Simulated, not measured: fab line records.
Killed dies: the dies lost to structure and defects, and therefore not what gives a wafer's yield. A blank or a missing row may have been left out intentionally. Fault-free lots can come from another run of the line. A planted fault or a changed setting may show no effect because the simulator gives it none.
Lot-split experiment -- flow n5Finfet -- on a route of 1938 steps: 7 lots, 21 wafers read

SPLIT DETAILS
At N5_HKMG_FIN_ETCH_55 (etches SOC in N2/H2, target depth 240 nm, time 300 s), the setting timeS was moved away from the recipe's 300 s on 6 of the 21 wafers read, by -22.2% to +14.4%. The other wafers ran this setting at the recipe's value.

Reading taken at the split's own step.

THE READING
SiARC_of_HKMG_FIN_COAT_42.thkNm (the simulator's own value, which no gauge read), in nm, at N5_HKMG_FIN_ETCH_55 (etches SOC in N2/H2, target depth 240 nm, time 300 s). The file gives no usual value for it. Here, 15 wafers ran the recipe; their average is 21.1 nm with a standard deviation of 0.45 nm.

wafer,"tool, chamber at the split","timeS as run, s",against the recipe,"SiARC_of_HKMG_FIN_COAT_42.thkNm, nm",against lot-mates on the recipe
L082.1,"rieDiel-01, 2",300,recipe,21.6,-
L082.2,"rieDiel-01, 0",300,recipe,21,-
L082.3,"rieDiel-01, 1",300,recipe,21.6,-
L083.4,"rieDiel-06, 0",324.7,+8.2%,20,-0.8
L083.5,"rieDiel-06, 3",300,recipe,20.8,-
L083.6,"rieDiel-06, 2",324.7,+8.2%,19.8,-1.0
L087.2,"rieDiel-04, 1",248.8,-17.1%,24.2,+2.6
L087.5,"rieDiel-04, 2",300,recipe,21.4,-
L087.6,"rieDiel-04, 1",300,recipe,21.8,-
L088.2,"rieDiel-01, 0",300,recipe,20.8,-
L088.5,"rieDiel-01, 2",343.2,+14.4%,19,-2.2
L088.6,"rieDiel-01, 1",300,recipe,21.6,-
L089.1,"rieDiel-04, 2",300,recipe,21.2,-
L089.5,"rieDiel-04, 1",233.5,-22.2%,24.6,+3.4
L089.6,"rieDiel-04, 2",300,recipe,21.2,-
L093.1,"rieDiel-06, 3",300,recipe,20.4,-
L093.3,"rieDiel-06, 0",300,recipe,21,-
L093.5,"rieDiel-06, 0",300,recipe,21,-
L094.1,"rieDiel-04, 3",300,recipe,20.2,-
L094.4,"rieDiel-04, 2",300,recipe,21.6,-
L094.5,"rieDiel-04, 3",266.1,-11.3%,22,+1.1

THE FIT
A straight line over all 21 wafers: SiARC_of_HKMG_FIN_COAT_42.thkNm changes by -0.152 nm for each +1% of timeS; r = -0.94; the points scatter about the line by 0.46 nm.
The same after taking each lot's own level away (the mean of its wafers on the recipe; 21 wafers): -0.142 nm for each +1%; r = -0.96; scatter 0.35 nm.
On that fit, the largest move of timeS shifts the reading by 3.2 nm.
The lots' own levels span 20.80 to 21.60 nm, that is 1.8 times the standard deviation above.
Hence the lot-to-lot level has little effect on the slope; both slopes agree.
Check: +3.01 nm against its lot-mates is what the line predicts for one of the wafers moved furthest among these (-22.2%) when that wafer is left out of the fit. It came out at +3.4 nm against them.

FURTHER SPLITS ON THESE WAFERS
Before the reading, these wafers also passed through other splits. Each is held against what the fit with the lots' levels taken away leaves over:
other split on the same wafers,wafers away from the commonest value,r with SiARC_of_HKMG_FIN_COAT_42.thkNm (lot level and that fit taken away)
N5_SD_EPI_N_DEVELOP_08 developTimeS,8,+0.00
N5_SDB_COAT_03 spinRpm,9,+0.22
N5_HKMG_FIN_DESCUM_53 timeS,3,-0.18

THE WHOLE CHAIN: every reading that the file lists as answering this split, in the file's order
step,what it does,reading,change (the file's fit),r (the file's)
N5_HKMG_FIN_ETCH_55,"etches SOC in N2/H2, target depth 240 nm, time 300 s","etch.depthNm (the simulator's own value, which no gauge read)",+2.39 nm for each +1% of the setting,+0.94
N5_HKMG_FIN_ETCH_55,"etches SOC in N2/H2, target depth 240 nm, time 300 s","HKMG_FIN.featureDepthNm (the simulator's own value, which no gauge read)",+2.39 nm for each +1% of the setting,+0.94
N5_HKMG_FIN_ETCH_55,"etches SOC in N2/H2, target depth 240 nm, time 300 s","SiARC_of_HKMG_FIN_COAT_42.thkNm (the simulator's own value, which no gauge read)",-0.144 nm for each +1% of the setting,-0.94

THE FILE'S OWN FIT
SiARC_of_HKMG_FIN_COAT_42.thkNm changes by -0.144 nm for each +1% of timeS, r = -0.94.
